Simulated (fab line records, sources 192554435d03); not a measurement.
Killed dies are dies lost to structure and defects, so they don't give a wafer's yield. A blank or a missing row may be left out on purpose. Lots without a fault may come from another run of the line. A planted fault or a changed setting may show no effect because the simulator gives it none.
Chamber matching | flow n5_finfet | N5_DUMMY_GATE_ETCH_31 on rie_diel-06: 4 sister chambers
The step etches SiO2 in C4F6/O2, target depth 82.5 nm, time 27.5 s. 27 wafers are shown with their chamber, then 12 later ones without.

WAFERS WITH THEIR CHAMBER
wafer  | chamber | drypump_motor_current_A (A) | oes_product_au (a.u.) | throttle_valve_pct (%)
L076.1 | 0       | 6.4                         | 0.72                  | 21.48
L076.4 | 3       | 5.2                         | 0.88                  | 21.34
L076.6 | 3       | 5.2                         | 0.88                  | 21.34
L077.1 | 1       | 5.2                         | 0.69                  | 21.22
L077.2 | 2       | 6.4                         | 0.81                  | 21.24
L077.5 | 0       | 6.5                         | 0.72                  | 21.48
L078.1 | 0       | 6.4                         | 0.73                  | 21.50
L078.3 | 1       | 5.2                         | 0.68                  | 21.23
L078.4 | 2       | 6.4                         | 0.80                  | 21.25
L079.1 | 3       | 5.2                         | 0.88                  | 21.33
L079.2 | 1       | 5.2                         | 0.69                  | 21.23
L079.6 | 0       | 6.5                         | 0.73                  | 21.47
L080.1 | 3       | 5.2                         | 0.87                  | 21.34
L080.2 | 2       | 6.4                         | 0.80                  | 21.26
L080.5 | 1       | 5.2                         | 0.69                  | 21.23
L081.1 | 3       | 5.2                         | 0.86                  | 21.33
L081.3 | 0       | 6.4                         | 0.72                  | 21.48
L081.4 | 2       | 6.4                         | 0.79                  | 21.24
L082.3 | 3       | 5.2                         | 0.87                  | 21.34
L082.5 | 3       | 5.2                         | 0.87                  | 21.33
L082.6 | 0       | 6.5                         | 0.72                  | 21.50
L083.1 | 2       | 6.4                         | 0.79                  | 21.26
L083.5 | 2       | 6.4                         | 0.79                  | 21.25
L083.6 | 1       | 5.2                         | 0.69                  | 21.24
L085.3 | 2       | 6.4                         | 0.79                  | 21.26
L085.4 | 3       | 5.2                         | 0.86                  | 21.35
L085.6 | 3       | 5.2                         | 0.86                  | 21.36

SIGNATURES (means of the wafers above)
reading                 | chamber 0 | chamber 1 | chamber 2 | chamber 3 | scatter within a chamber
drypump_motor_current_A | 6.450     | 5.200     | 6.400     | 5.200     | 0.0255
oes_product_au          | 0.7233    | 0.6880    | 0.7957    | 0.8700    | 0.00718
throttle_valve_pct      | 21.4850   | 21.2300   | 21.2514   | 21.3400   | 0.00986
Rule: a wafer's distance from a chamber is the root of the sum, over the readings, of the square of ((its reading less the chamber's mean) divided by the reading's scatter). The wafer belongs to the nearest chamber; if the next one is less than 2 further off, it can't be placed. The scatter: the root of (the sum of the squares of (reading less its chamber's mean) over the shown wafers, divided by (wafers less chambers)).

WAFERS WITHOUT THEIR CHAMBER
wafer  | drypump_motor_current_A (A) | oes_product_au (a.u.) | throttle_valve_pct (%)
L086.2 | 5.2                         | 0.69                  | 21.26
L086.3 | 6.5                         | 0.71                  | 21.50
L086.6 | 5.2                         | 0.86                  | 21.36
L088.3 | 6.4                         | 0.71                  | 21.51
L088.5 | 5.2                         | 0.69                  | 21.25
L088.6 | 6.4                         | 0.78                  | 21.26
L091.1 | 5.2                         | 0.85                  | 21.37
L091.3 | 5.2                         | 0.69                  | 21.25
L091.4 | 6.4                         | 0.78                  | 21.28
L095.1 | 6.4                         | 0.70                  | 21.51
L095.4 | 5.2                         | 0.68                  | 21.27
L095.6 | 5.2                         | 0.83                  | 21.37

WHICH CHAMBER EACH WENT THROUGH
wafer  | from the rows above | in truth
L086.2 | 1                   | 1
L086.3 | 0                   | 0
L086.6 | 3                   | 3
L088.3 | 0                   | 0
L088.5 | 1                   | 1
L088.6 | 2                   | 2
L091.1 | 3                   | 3
L091.3 | 1                   | 1
L091.4 | 2                   | 2
L095.1 | 0                   | 0
L095.4 | 1                   | 1
L095.6 | 3                   | 3
Placed correctly: 12 of 12. Can't be placed from these rows: 0. Placed wrongly: 0.
